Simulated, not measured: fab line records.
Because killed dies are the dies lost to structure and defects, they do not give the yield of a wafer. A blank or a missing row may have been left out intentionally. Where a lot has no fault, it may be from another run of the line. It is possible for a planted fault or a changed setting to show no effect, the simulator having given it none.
fab line records	flow nand-harc
record: lots: 24	wafers: 72	last-day: 33
route steps=1302 shown A_STAIRCASE@719
lots that met no fault: from a run of the same line without faults
start-h: start of the lot's first displayed wafer, in hours after the record's first day	wait-h: hours from the lot's prior step to this one	" unchanged from the row above	L1.1+2: a row that stands for several wafers	- value missing, or start not given	* or withheld: withheld	< > ~ a bound
route shown NAME@n: a module of which the file shows steps, and the number in the route of the first	usual: mean and standard deviation over wafers with no fault	same: alike in all rows	chamber/n: place in a boat	sites: each site's reading	_std_site: their standard deviation	_edge_site: outer sites' mean less inner sites'	radius-mm: for every site, how far away it sits from the centre of the wafer	mask NAME#n: copy n	behind: the most recent tool/chamber to have shaped the wafer	hold: cause of the lot's hold/its duration in hours/its outcome	device: the n, p or np transistor that did not switch	end of line: tests run on the same wafers once the route is complete	a step with no rows: only its recipe	killed: not the wafer's yield, but the dies lost to structure and defects at the first sort	map: shows each die of a wafer: x if killed, . if not, _ if none is there
set.NAME: the setting that was run; set.NAME@STEP: the one run at that earlier step	model.NAME: the simulator's own value behind a step, which no gauge read
steps of the route over a sample of lots; a table a step, a row a wafer
services: the hour from which a tool's chamber was out of use, counted from the record's first day as start-h (under 0 if before that day), plus the number of hours and why
== steps ==
step: NHARC_A_STAIRCASE_STRIP_205
recipe: power-w: 1500	temp-c: 250	chemistry: O2
usual: drypump-motor-current-A: 5.7/0.54	heater-power-w: 338/21	rf-refl-power-W: 20/3.8
lot.wafer	tool	chamber	start-h	wait-h	drypump-motor-current-A	heater-power-w	rf-hours-counter-h	rf-refl-power-W
L075.2	plasma-asher-02	0	365.80	0.1	6.5	368	23	-
L075.3	"	0	"	"	6.5	358	-	-
L075.6	"	0	"	"	6.5	355	-	-
L074.3	plasma-asher-02	0	369.06	0.2	6.5	365	-	20
L074.5	"	1	"	"	5.8	370	-	16
L074.6	"	0	"	"	6.5	369	-	19
L076.1	plasma-asher-02	0	378.31	0.1	6.5	372	26	20
L076.4	"	0	"	"	6.5	362	-	20
L076.6	"	1	"	"	5.8	360	-	17
L077.1	plasma-asher-02	0	385.15	0.1	6.5	366	27	-
L077.3	"	1	"	"	5.8	362	-	-
L077.6	"	0	"	"	6.5	365	-	-
L078.4	plasma-asher-02	0	406.08	0.2	6.5	363	-	-
L078.3	"	1	"	"	5.8	367	-	-
L078.5	"	0	"	"	6.5	356	-	-
L080.1	plasma-asher-02	1	425.63	0.1	5.8	363	34	17
L080.2	"	0	"	"	6.5	365	34	20
L080.3	"	1	"	"	5.8	368	-	17
L079.3	plasma-asher-01	1	425.67	0.2	5.0	324	-	25
L079.4	"	0	"	"	5.3	321	-	16
L079.6	"	0	"	"	5.3	325	-	18
L081.2	plasma-asher-01	1	433.54	0.1	5.0	317	16	26
L081.3	"	1	"	"	5.0	321	-	25
L081.6	"	1	"	"	5.0	322	-	26
L082.2	plasma-asher-01	0	454.35	0.1	5.3	321	22	17
L082.3	"	1	"	"	5.0	323	-	25
L082.4	"	0	"	"	5.3	323	-	17
L083.1	plasma-asher-01	0	460.97	0.1	5.4	329	23	17
L083.2	"	1	"	"	5.0	320	23	24
L083.3	"	1	"	"	5.0	313	-	25
L085.1	plasma-asher-02	1	466.76	0.1	5.8	341	6	17
L085.4	"	1	"	"	5.8	331	-	17
L085.3	"	0	"	"	6.5	363	-	20
L084.1	plasma-asher-01	1	467.08	0.1	5.1	320	24	26
L084.2	"	0	"	"	5.3	329	24	17
L084.5	"	1	"	"	5.0	325	-	25
L086.2	plasma-asher-02	0	477.37	0.1	6.5	364	9	19
L086.3	"	1	"	"	5.8	337	-	17
L086.5	"	1	"	"	5.8	335	-	17
L087.2	plasma-asher-01	0	477.89	0.1	5.4	316	27	17
L087.4	"	1	"	"	5.0	318	-	27
L087.5	"	1	"	"	5.1	317	-	27
L089.2	plasma-asher-01	1	506.37	0.1	5.1	316	31	25
L089.5	"	1	"	"	5.0	317	-	25
L089.6	"	0	"	"	5.4	327	-	16
L088.2	plasma-asher-02	1	506.84	0.1	5.8	345	14	18
L088.1	"	0	"	"	6.5	353	14	20
L088.6	"	1	"	"	5.8	337	-	18
L091.1	plasma-asher-01	0	536.93	0.1	5.4	313	1	15
L091.6	"	0	"	"	5.3	314	-	16
L091.5	"	1	"	"	5.0	315	-	25
L090.2	plasma-asher-01	0	537.26	0.2	5.3	309	2	16
L090.6	"	1	"	"	5.0	314	-	26
L090.5	"	0	"	"	5.3	318	-	16
L092.2	plasma-asher-01	1	551.84	0.1	5.0	323	4	26
L092.4	"	0	"	"	5.3	305	-	16
L092.3	"	1	"	"	5.1	331	-	26
L093.1	plasma-asher-02	1	551.94	0.1	5.8	334	23	-
L093.4	"	0	"	"	6.5	352	-	-
L093.6	"	1	"	"	5.8	341	-	-
L094.2	plasma-asher-01	0	562.42	0.1	5.3	319	7	-
L094.3	"	0	"	"	5.3	315	-	-
L094.6	"	0	"	"	5.4	310	-	-
L096.1	plasma-asher-01	1	580.59	0.1	5.1	315	11	25
L096.2	"	0	"	"	5.3	314	11	16
L096.6	"	0	"	"	5.3	307	-	17
L095.1	plasma-asher-02	1	580.86	0.1	5.8	331	30	17
L095.2	"	0	"	"	6.5	368	30	20
L095.4	"	0	"	"	6.5	353	-	20
L097.2	plasma-asher-02	1	586.10	0.1	5.8	340	31	17
L097.1	"	0	"	"	6.5	358	31	21
L097.5	"	0	"	"	6.5	362	-	20
step: NHARC_A_STAIRCASE_DESCUM_219
recipe: time-s: 3	o2-flow-sccm: 200	ar-flow-sccm: 0	bias-power-w: 0	chemistry: O2
usual: drypump-motor-current-A: 5.6/0.41	oes-product-au: 1.001/0.0094	rf-vpp-V: 57.7/0.88	showerhead-plenum-p-Torr: 1.89/0.084	throttle-valve-pct: 11.310/0.0088
lot.wafer	tool	chamber	start-h	wait-h	drypump-motor-current-A	oes-product-au	rf-hours-counter-h	rf-vpp-V	showerhead-plenum-p-Torr	throttle-valve-pct
L075.2	rie-diel-10	3	367.30	-	5.6	1.012	37	57.2	1.81	11.312
L075.3	"	2	"	"	5.2	0.984	33	56.7	1.87	11.304
L075.6	"	0	"	"	5.7	1.001	-	57.4	1.84	11.318
L074.3	rie-diel-13	2	370.32	-	5.3	1.003	4	57.2	1.82	11.299
L074.5	"	1	"	"	5.9	1.001	-	56.6	1.96	11.291
L074.6	"	2	"	"	5.3	1.004	-	58.2	1.82	11.315
L076.1	rie-diel-02	2	379.85	-	5.4	1.016	54	58.6	1.91	11.304
L076.4	"	0	"	"	5.2	1.010	55	58.0	1.98	11.304
L076.6	"	2	"	"	5.4	1.016	-	57.9	1.91	11.309
L077.3	rie-diel-10	0	386.66	-	5.7	0.983	44	56.6	1.83	11.327
L077.1	"	2	"	"	5.2	0.989	37	58.4	1.87	11.310
L077.6	"	1	"	"	5.7	0.996	-	58.3	1.92	11.297
L078.3	rie-diel-13	1	407.51	-	5.9	0.986	12	58.6	1.96	11.331
L078.4	"	3	"	"	5.4	0.996	14	55.7	1.78	11.303
L078.5	"	1	"	"	5.9	0.984	-	58.8	1.96	11.310
L079.3	rie-diel-02	3	427.35	-	4.7	1.003	5	57.7	1.93	11.319
L079.4	"	0	"	"	5.2	0.999	5	57.4	1.97	11.320
L079.6	"	1	"	"	6.4	0.997	-	57.5	2.07	11.302
L080.3	rie-diel-02	0	427.38	-	5.2	1.014	5	58.6	1.97	11.305
L080.2	"	2	"	"	5.4	1.011	6	56.6	1.91	11.316
L080.1	"	3	"	"	4.8	1.026	5	56.7	1.93	11.316
L081.2	rie-diel-10	1	435.03	-	5.7	0.999	2	58.7	1.92	11.320
L081.3	"	2	"	"	5.2	0.994	2	57.6	1.86	11.315
L081.6	"	0	"	"	5.7	1.000	-	59.1	1.83	11.305
L082.3	rie-diel-13	3	455.69	-	5.4	1.001	29	59.0	1.78	11.308
L082.2	"	1	"	"	5.9	1.003	30	57.7	1.95	11.314
L082.4	"	2	"	"	5.3	1.017	30	57.0	1.81	11.312
L083.2	rie-diel-02	1	462.37	-	6.4	0.998	18	59.9	2.07	11.324
L083.3	"	3	"	"	4.7	1.007	19	57.7	1.93	11.304
L083.1	"	0	"	"	5.2	0.990	17	57.9	1.97	11.304
L085.4	rie-diel-02	2	468.28	-	5.4	1.004	20	58.3	1.91	11.314
L085.1	"	3	"	"	4.7	1.010	20	58.6	1.92	11.317
L085.3	"	0	"	"	5.2	0.999	18	58.7	1.97	11.302
L084.1	rie-diel-10	0	468.60	-	5.7	0.983	15	56.2	1.82	11.301
L084.2	"	1	"	"	5.6	0.999	13	56.6	1.91	11.295
L084.5	"	3	"	"	5.5	1.010	-	57.7	1.80	11.301
L086.3	rie-diel-02	1	478.84	-	6.4	1.009	23	58.5	2.07	11.318
L086.2	"	3	"	"	4.7	0.997	23	59.4	1.92	11.311
L086.5	"	0	"	"	5.2	0.992	-	58.4	1.97	11.308
L087.4	rie-diel-10	0	479.42	-	5.7	0.986	22	58.4	1.82	11.311
L087.2	"	2	"	"	5.2	0.996	9	57.0	1.86	11.321
L087.5	"	1	"	"	5.6	1.004	-	58.5	1.91	11.317
L089.2	rie-diel-10	1	507.77	-	5.6	0.996	28	58.5	1.91	11.312
L089.6	"	1	"	"	5.7	1.006	-	57.3	1.91	11.316
L089.5	"	2	"	"	5.2	1.007	-	58.4	1.86	11.303
L088.1	rie-diel-13	2	508.37	-	5.3	1.010	47	58.3	1.81	11.308
L088.2	"	3	"	"	5.4	1.007	47	57.2	1.77	11.296
L088.6	"	1	"	"	5.9	1.012	-	57.3	1.94	11.301
L091.1	rie-diel-10	3	538.47	-	5.5	0.998	41	57.8	1.79	11.318
L091.5	"	0	"	"	5.7	0.989	-	57.1	1.82	11.302
L091.6	"	1	"	"	5.7	1.000	-	57.9	1.91	11.318
L090.2	rie-diel-02	1	538.73	-	6.4	1.000	46	56.9	2.06	11.301
L090.5	"	0	"	"	5.3	1.006	-	58.0	1.96	11.327
L090.6	"	1	"	"	6.4	0.998	-	59.7	2.06	11.306
L092.4	rie-diel-13	1	553.19	-	5.9	1.009	7	57.9	1.94	11.311
L092.2	"	3	"	"	5.4	0.997	6	59.1	2.07	11.304
L092.3	"	0	"	"	6.0	1.002	7	58.9	1.83	11.315
L093.1	rie-diel-13	1	553.41	-	5.9	1.011	7	58.3	1.94	11.312
L093.4	"	2	"	"	5.3	0.989	6	56.0	1.81	11.314
L093.6	"	0	"	"	6.0	1.011	-	57.4	1.84	11.309
L094.3	rie-diel-02	1	563.93	-	6.4	0.997	54	59.5	2.06	11.313
L094.2	"	3	"	"	4.7	0.994	55	56.9	1.91	11.309
L094.6	"	1	"	"	6.4	0.994	-	58.1	2.06	11.307
L096.1	rie-diel-10	3	582.12	-	5.5	0.999	59	57.2	1.79	11.306
L096.2	"	1	"	"	5.6	0.994	54	56.9	1.90	11.314
L096.6	"	2	"	"	5.2	0.984	-	58.5	1.85	11.314
L095.4	rie-diel-10	0	582.40	-	5.7	0.994	56	58.4	1.81	11.309
L095.1	"	1	"	"	5.7	0.997	54	58.2	1.90	11.311
L095.2	"	2	"	"	5.2	0.984	46	57.0	1.85	11.314
L097.1	rie-diel-10	3	587.63	-	5.5	0.999	62	56.6	1.79	11.313
L097.2	"	0	"	"	5.7	0.990	58	57.0	1.81	11.334
L097.5	"	3	"	"	5.5	1.002	-	57.5	1.79	11.308
step: NHARC_A_STAIRCASE_DEP_151
recipe: target-thk-a: 72000	temp-c: 400	target-thk-nm: 7200	teos-flow-sccm: 200	rf-w: 500	material: SiO2
usual: heater-power-w: 621/84	susceptor-temp-C: 399.99/0.21
lot.wafer	tool	chamber	start-h	wait-h	heater-power-w	susceptor-temp-C
L075.3	pecvd-01	2	414.26	0.4	775	400.16
L075.2	"	0	"	"	764	399.72
L075.6	"	2	"	"	649	399.94
L074.3	pecvd-03	0	418.15	0.4	704	399.96
L074.6	"	1	"	"	496	400.03
L074.5	"	2	"	"	636	400.23
L077.3	pecvd-04	1	422.37	0.7	619	399.87
L077.1	"	2	"	"	686	399.99
L077.6	"	2	"	"	616	400.01
L076.1	pecvd-03	2	422.46	0.8	778	400.15
L076.6	"	1	"	"	496	400.21
L076.4	"	2	"	"	621	399.99
L078.3	pecvd-01	1	444.56	0.6	797	400.08
L078.4	"	0	"	"	605	399.92
L078.5	"	1	"	"	654	399.94
L080.2	pecvd-03	0	466.70	0.4	689	399.77
L080.1	"	1	"	"	626	400.22
L080.3	"	2	"	"	757	400.19
L079.3	pecvd-01	0	466.90	0.6	658	399.98
L079.6	"	1	"	"	644	400.00
L079.4	"	2	"	"	657	400.21
L081.3	pecvd-04	0	475.63	0.5	540	400.11
L081.2	"	1	"	"	601	400.03
L081.6	"	2	"	"	561	399.83
L082.3	pecvd-03	1	496.22	0.5	626	400.20
L082.2	"	2	"	"	728	400.05
L082.4	"	1	"	"	491	400.10
L083.2	pecvd-04	0	502.16	0.4	577	399.84
L083.3	"	1	"	"	604	399.65
L083.1	"	2	"	"	704	399.77
L084.2	pecvd-03	0	507.53	0.4	776	400.17
L084.1	"	1	"	"	496	400.01
L084.5	"	1	"	"	503	399.85
L085.1	pecvd-01	2	507.53	0.4	642	399.97
L085.3	"	0	"	"	777	399.76
L085.4	"	0	"	"	644	400.20
L087.2	pecvd-03	0	516.52	0.4	671	399.92
L087.4	"	0	"	"	629	400.21
L087.5	"	1	"	"	495	399.86
L086.2	pecvd-01	0	516.62	0.5	683	399.90
L086.3	"	1	"	"	684	400.28
L086.5	"	1	"	"	588	399.87
L088.1	pecvd-03	1	547.01	0.4	603	400.04
L088.2	"	0	"	"	635	400.21
L088.6	"	0	"	"	642	399.85
L089.2	pecvd-04	1	547.20	0.6	594	399.90
L089.5	"	0	"	"	509	399.90
L089.6	"	1	"	"	519	400.16
L091.1	pecvd-04	0	576.62	0.4	633	399.67
L091.5	"	0	"	"	508	399.55
L091.6	"	1	"	"	522	399.77
L090.2	pecvd-03	0	581.16	0.4	771	399.95
L090.5	"	1	"	"	462	400.08
L090.6	"	2	"	"	586	399.95
L093.1	pecvd-03	1	596.60	0.4	605	400.31
L093.4	"	1	"	"	445	400.41
L093.6	"	0	"	"	649	400.03
L092.2	pecvd-04	0	596.60	0.4	574	399.92
L092.3	"	1	"	"	617	400.07
L092.4	"	0	"	"	513	399.93
L094.3	pecvd-03	1	603.31	0.4	587	400.25
L094.2	"	2	"	"	739	400.41
L094.6	"	0	"	"	641	399.68
L095.1	pecvd-04	0	622.20	0.4	540	400.31
L095.2	"	1	"	"	537	400.10
L095.4	"	2	"	"	558	400.10
L096.1	pecvd-03	1	622.20	0.4	567	399.75
L096.2	"	2	"	"	647	400.30
L096.6	"	0	"	"	650	400.43
L097.1	pecvd-01	0	629.29	0.4	783	399.75
L097.2	"	2	"	"	754	400.31
L097.5	"	2	"	"	628	400.06
step: NHARC_A_STAIRCASE_DEP_322
recipe: target-thk-a: 72000	temp-c: 400	target-thk-nm: 7200	teos-flow-sccm: 200	rf-w: 500	material: SiO2
usual: heater-power-w: 631/82	susceptor-temp-C: 399.96/0.2
lot.wafer	tool	chamber	start-h	wait-h	heater-power-w	susceptor-temp-C
L075.3	pecvd-01	1	421.85	0.3	763	400.02
L075.2	"	2	"	"	786	399.69
L075.6	"	1	"	"	658	399.97
L074.3	pecvd-01	0	425.59	0.2	700	399.69
L074.5	"	2	"	"	654	400.03
L074.6	"	1	"	"	657	399.63
L076.1	pecvd-04	2	429.91	0.1	672	400.27
L076.4	"	2	"	"	577	400.29
L076.6	"	1	"	"	519	399.76
L077.3	pecvd-03	0	429.91	0.1	715	400.11
L077.1	"	1	"	"	520	400.12
L077.6	"	2	"	"	618	400.01
L078.3	pecvd-03	2	451.77	0.1	737	400.03
L078.4	"	2	"	"	623	400.03
L078.5	"	1	"	"	493	400.12
L080.2	pecvd-03	1	475.40	0.1	544	399.61
L080.3	"	2	"	"	745	400.17
L080.1	"	0	"	"	655	399.80
L079.3	pecvd-01	1	475.49	0.2	827	400.08
L079.6	"	1	"	"	659	400.13
L079.4	"	2	"	"	641	399.95
L081.3	pecvd-01	1	484.23	0.1	710	399.92
L081.2	"	0	"	"	639	400.06
L081.6	"	1	"	"	672	399.95
L082.2	pecvd-03	1	506.16	0.2	615	399.95
L082.3	"	2	"	"	736	399.80
L082.4	"	1	"	"	492	399.81
L083.1	pecvd-01	0	509.26	0.1	768	399.81
L083.3	"	1	"	"	699	399.88
L083.2	"	2	"	"	702	400.15
L085.1	pecvd-01	1	517.96	0.1	713	400.16
L085.3	"	0	"	"	789	399.65
L085.4	"	1	"	"	576	399.93
L084.2	pecvd-04	2	518.06	0.2	641	399.92
L084.1	"	0	"	"	648	399.86
L084.5	"	1	"	"	510	399.99
L086.2	pecvd-03	2	526.45	0.1	758	400.01
L086.3	"	0	"	"	692	400.07
L086.5	"	1	"	"	493	399.78
L087.2	pecvd-04	2	526.45	0.1	692	400.17
L087.4	"	2	"	"	576	400.10
L087.5	"	0	"	"	493	399.74
L088.1	pecvd-04	1	556.73	0.1	527	400.09
L088.2	"	0	"	"	607	399.95
L088.6	"	1	"	"	516	400.47
L089.2	pecvd-01	2	556.83	0.2	696	400.02
L089.5	"	2	"	"	618	400.15
L089.6	"	0	"	"	644	400.37
L091.1	pecvd-04	2	584.08	0.2	609	400.10
L091.6	"	2	"	"	563	399.79
L091.5	"	0	"	"	513	400.16
L090.2	pecvd-04	1	590.78	0.3	621	400.04
L090.6	"	2	"	"	561	399.98
L090.5	"	1	"	"	518	400.23
L092.2	pecvd-01	0	606.45	0.1	757	399.85
L092.3	"	1	"	"	717	399.89
L092.4	"	1	"	"	590	399.98
L093.1	pecvd-04	1	606.64	0.3	611	399.78
L093.6	"	2	"	"	558	399.96
L093.4	"	1	"	"	506	399.86
L094.3	pecvd-04	0	610.46	0.1	603	399.87
L094.2	"	1	"	"	549	399.66
L094.6	"	2	"	"	559	399.87
L095.1	pecvd-04	2	629.72	0.5	691	399.83
L095.2	"	0	"	"	571	400.08
L095.4	"	0	"	"	499	400.03
L096.1	pecvd-01	1	629.87	0.6	656	400.10
L096.2	"	2	"	"	670	399.43
L096.6	"	0	"	"	625	400.02
L097.1	pecvd-01	0	637.19	0.1	777	399.83
L097.2	"	1	"	"	596	400.25
L097.5	"	1	"	"	583	400.07
step: NHARC_A_STAIRCASE_DEP_325
recipe: target-thk-a: 72000	temp-c: 400	target-thk-nm: 7200	teos-flow-sccm: 200	rf-w: 500	material: SiO2
usual: heater-power-w: 630/79	susceptor-temp-C: 400.01/0.24
lot.wafer	tool	chamber	start-h	wait-h	heater-power-w	susceptor-temp-C
L075.3	pecvd-04	1	429.21	0.2	680	399.41
L075.2	"	2	"	"	649	400.18
L075.6	"	2	"	"	602	399.81
L074.3	pecvd-01	2	432.92	0.1	740	399.55
L074.5	"	2	"	"	644	399.82
L074.6	"	1	"	"	657	400.18
L076.1	pecvd-04	2	439.39	0.2	622	400.36
L076.6	"	1	"	"	540	400.05
L076.4	"	0	"	"	566	399.75
L077.1	pecvd-01	1	439.39	0.2	745	400.06
L077.3	"	2	"	"	799	400.01
L077.6	"	2	"	"	649	400.11
L078.3	pecvd-03	1	459.06	0.1	506	400.19
L078.4	"	2	"	"	616	399.78
L078.5	"	0	"	"	636	400.18
L080.3	pecvd-03	2	483.95	0.1	711	399.96
L080.2	"	0	"	"	788	400.08
L080.1	"	1	"	"	551	399.76
L079.3	pecvd-04	0	484.14	0.3	560	400.29
L079.6	"	1	"	"	516	400.31
L079.4	"	0	"	"	509	400.08
L081.3	pecvd-03	0	495.49	0.2	697	400.28
L081.2	"	1	"	"	617	399.69
L081.6	"	2	"	"	637	399.98
L082.3	pecvd-03	1	515.03	0.1	528	399.88
L082.2	"	0	"	"	787	400.07
L082.4	"	2	"	"	636	399.88
L083.1	pecvd-01	0	515.03	0.1	655	400.02
L083.3	"	1	"	"	677	399.89
L083.2	"	2	"	"	664	399.96
L085.3	pecvd-03	0	527.56	0.1	665	399.81
L085.1	"	2	"	"	656	399.62
L085.4	"	1	"	"	497	399.92
L084.2	pecvd-01	2	527.56	0.1	727	400.15
L084.1	"	1	"	"	685	400.33
L084.5	"	2	"	"	618	400.39
L086.3	pecvd-01	2	536.08	0.2	730	400.07
L086.2	"	0	"	"	716	399.49
L086.5	"	1	"	"	575	400.01
L087.2	pecvd-04	0	536.17	0.3	644	399.93
L087.4	"	1	"	"	535	400.06
L087.5	"	2	"	"	563	400.37
L088.1	pecvd-03	0	564.06	0.1	694	400.00
L088.2	"	2	"	"	617	399.93
L088.6	"	0	"	"	630	400.25
L089.2	pecvd-01	1	564.06	0.1	701	399.64
L089.6	"	1	"	"	593	399.85
L089.5	"	2	"	"	635	399.88
L090.2	pecvd-03	1	596.00	0.2	526	399.72
L090.5	"	0	"	"	649	400.31
L090.6	"	1	"	"	471	399.65
L091.1	pecvd-01	0	596.09	0.3	782	399.80
L091.6	"	1	"	"	589	400.05
L091.5	"	0	"	"	657	399.56
L093.1	pecvd-03	1	614.72	0.1	509	399.88
L093.6	"	1	"	"	472	399.87
L093.4	"	2	"	"	608	400.06
L092.2	pecvd-04	0	614.72	0.1	540	400.06
L092.3	"	2	"	"	564	400.61
L092.4	"	2	"	"	555	400.22
L094.3	pecvd-01	2	614.73	0.1	749	399.64
L094.2	"	0	"	"	735	400.09
L094.6	"	2	"	"	615	400.05
L096.2	pecvd-03	1	639.19	0.1	469	400.37
L096.1	"	0	"	"	709	400.07
L096.6	"	2	"	"	603	399.91
L095.1	pecvd-01	0	639.68	0.6	717	399.92
L095.2	"	1	"	"	723	399.82
L095.4	"	2	"	"	643	399.99
L097.2	pecvd-01	0	647.66	0.1	735	400.36
L097.1	"	2	"	"	696	400.35
L097.5	"	1	"	"	574	399.92
step: NHARC_A_STAIRCASE_ETCHBACK_422
recipe: target-depth-a: 400	over-etch-frac: 0.3	time-s: 74.286	ion-energy-ev: 120	ch3f-flow-sccm: 50	o2-flow-sccm: 30	ar-flow-sccm: 200	rf-w: 500	bias-w: 100	chemistry: CH3F/O2
usual: drypump-motor-current-A: 5.6/0.38	oes-product-au: 0.96/0.037	rf-vpp-V: 244.0/1.7	showerhead-plenum-p-Torr: 2.44/0.11	throttle-valve-pct: 20.663/0.0095
lot.wafer	tool	chamber	start-h	wait-h	drypump-motor-current-A	oes-product-au	rf-hours-counter-h	rf-vpp-V	showerhead-plenum-p-Torr	throttle-valve-pct
L075.2	rie-diel-10	1	443.42	0.2	5.6	1.00	6	245.2	2.46	20.640
L075.3	"	3	"	"	5.5	1.00	6	242.2	2.32	20.666
L075.6	"	1	"	"	5.6	0.99	-	245.5	2.46	20.671
L074.3	rie-diel-02	0	448.81	0.2	5.3	0.98	12	244.7	2.53	20.675
L074.6	"	1	"	"	6.4	0.99	-	246.6	2.65	20.662
L074.5	"	2	"	"	5.4	0.99	-	243.6	2.45	20.677
L077.3	rie-diel-13	3	454.67	0.2	5.4	0.93	29	242.2	2.29	20.677
L077.1	"	1	"	"	5.9	0.93	30	244.7	2.50	20.674
L077.6	"	3	"	"	5.4	0.93	-	242.4	2.29	20.661
L076.4	rie-diel-02	1	454.84	0.1	6.4	0.93	16	246.4	2.65	20.671
L076.1	"	2	"	"	5.4	0.93	16	243.1	2.45	20.668
L076.6	"	0	"	"	5.3	0.93	-	245.3	2.53	20.659
L078.3	rie-diel-10	1	475.70	0.2	5.7	1.00	18	245.2	2.46	20.675
L078.4	"	3	"	"	5.6	1.00	21	242.4	2.32	20.683
L078.5	"	1	"	"	5.6	1.00	-	243.5	2.46	20.662
L080.3	rie-diel-13	2	501.23	0.2	5.3	0.93	45	243.4	2.33	20.645
L080.1	"	0	"	"	6.1	0.93	43	242.4	2.37	20.661
L080.2	"	1	"	"	5.9	0.92	44	245.2	2.50	20.652
L079.3	rie-diel-02	3	503.02	0.2	4.7	0.93	33	244.3	2.47	20.670
L079.4	"	1	"	"	6.4	0.93	-	245.8	2.65	20.656
L079.6	"	3	"	"	4.8	0.93	-	244.4	2.47	20.661
L081.2	rie-diel-10	2	509.62	0.1	5.2	0.92	20	242.7	2.39	20.664
L081.3	"	3	"	"	5.5	0.93	34	243.0	2.31	20.665
L081.6	"	0	"	"	5.7	0.91	-	243.3	2.34	20.660
L083.3	rie-diel-13	1	531.60	0.1	5.9	0.99	0	245.4	2.50	20.680
L083.1	"	2	"	"	5.3	0.99	0	243.5	2.33	20.683
L083.2	"	3	"	"	5.5	1.00	0	249.0	2.66	20.663
L082.4	rie-diel-10	1	532.12	0.2	5.7	0.94	35	244.9	2.45	20.661
L082.2	"	2	"	"	5.2	0.93	26	243.9	2.39	20.655
L082.3	"	0	"	"	5.7	0.91	37	241.0	2.34	20.672
L085.3	rie-diel-13	0	545.61	0.2	6.1	1.00	3	242.5	2.36	20.672
L085.4	"	2	"	"	5.3	0.98	3	242.7	2.33	20.657
L085.1	"	3	"	"	5.4	1.01	3	247.6	2.66	20.670
L084.2	rie-diel-13	0	545.75	0.2	6.0	1.01	3	244.0	2.36	20.668
L084.1	"	3	"	"	5.4	1.01	3	247.9	2.66	20.682
L084.5	"	1	"	"	5.9	0.99	-	245.7	2.50	20.660
L086.3	rie-diel-13	0	549.93	0.1	6.1	1.01	6	242.4	2.36	20.667
L086.2	"	1	"	"	5.9	1.01	6	244.4	2.49	20.638
L086.5	"	0	"	"	6.1	1.00	-	242.6	2.36	20.683
L087.4	rie-diel-13	3	550.18	0.2	5.4	1.02	5	245.8	2.66	20.652
L087.2	"	1	"	"	5.9	1.01	6	243.7	2.49	20.649
L087.5	"	3	"	"	5.5	1.01	-	246.4	2.66	20.665
L088.1	rie-diel-10	3	578.46	0.1	5.5	0.93	58	244.2	2.30	20.654
L088.2	"	2	"	"	5.1	0.92	45	241.1	2.38	20.667
L088.6	"	0	"	"	5.7	0.92	-	243.7	2.33	20.658
L089.2	rie-diel-10	1	578.59	0.1	5.7	0.92	53	244.4	2.44	20.682
L089.5	"	0	"	"	5.7	0.92	-	243.0	2.33	20.667
L089.6	"	1	"	"	5.7	0.93	-	243.5	2.44	20.654
L090.2	rie-diel-13	0	610.72	0.2	6.0	0.93	28	243.8	2.35	20.664
L090.5	"	2	"	"	5.3	0.92	-	242.0	2.32	20.663
L090.6	"	3	"	"	5.4	0.94	-	245.2	2.65	20.656
L091.1	rie-diel-10	3	611.01	0.2	5.6	1.01	2	243.6	2.30	20.664
L091.6	"	1	"	"	5.7	1.01	-	242.3	2.44	20.666
L091.5	"	2	"	"	5.2	1.00	-	242.5	2.38	20.660
L094.2	rie-diel-13	3	630.23	0.1	5.4	0.93	36	246.9	2.65	20.669
L094.3	"	0	"	"	6.1	0.94	34	243.9	2.35	20.674
L094.6	"	3	"	"	5.5	0.93	-	248.3	2.65	20.657
L092.3	rie-diel-02	3	630.30	0.2	4.7	0.99	18	246.2	2.45	20.664
L092.4	"	0	"	"	5.2	0.99	18	243.8	2.51	20.667
L092.2	"	1	"	"	6.3	0.97	18	246.3	2.63	20.669
L093.1	rie-diel-13	3	630.50	0.1	5.4	0.93	36	246.2	2.65	20.671
L093.4	"	2	"	"	5.3	0.91	38	241.3	2.31	20.664
L093.6	"	0	"	"	6.0	0.94	-	243.6	2.35	20.665
L096.2	rie-diel-13	1	654.51	0.2	5.9	0.93	45	246.6	2.48	20.673
L096.1	"	2	"	"	5.3	0.92	44	241.7	2.31	20.659
L096.6	"	0	"	"	6.1	0.94	-	243.6	2.35	20.665
L095.1	rie-diel-13	1	654.56	0.2	5.9	0.92	45	244.8	2.48	20.657
L095.4	"	2	"	"	5.3	0.93	44	241.3	2.31	20.665
L095.2	"	3	"	"	5.5	0.94	42	246.8	2.64	20.662
L097.1	rie-diel-02	1	662.36	0.2	6.4	0.92	29	245.9	2.62	20.657
L097.2	"	3	"	"	4.7	0.92	31	244.5	2.45	20.654
L097.5	"	2	"	"	5.4	0.94	-	243.2	2.43	20.659
== services ==
tool	chamber	start-h	hours	kind
rie-diel-13	-	344.23	9.0	pm
pecvd-01	-	344.86	1.8	repair
pecvd-03	-	354.80	0.8	repair
rie-diel-02	2	360.98	4.4	repair
pecvd-03	-	366.47	13.0	pm
rie-diel-13	-	375.05	0.7	repair
pecvd-04	1	386.52	5.9	repair
pecvd-03	0	387.86	3.3	repair
rie-diel-02	-	393.83	9.0	pm
rie-diel-10	-	420.03	9.0	pm
rie-diel-02	2	432.93	5.3	repair
rie-diel-10	2	441.16	33.4	repair
pecvd-03	-	443.89	1.1	repair
pecvd-04	-	450.03	13.0	pm
pecvd-04	-	468.57	0.2	repair
rie-diel-02	2	477.98	4.5	repair
rie-diel-02	2	488.79	12.6	repair
pecvd-01	-	492.18	13.0	pm
rie-diel-13	-	521.23	9.0	pm
pecvd-03	-	547.59	13.0	pm
rie-diel-13	0	585.30	4.4	repair
rie-diel-10	-	597.03	9.0	pm
pecvd-04	-	631.13	13.0	pm
rie-diel-10	-	638.69	0.8	repair
== key ==
fault none
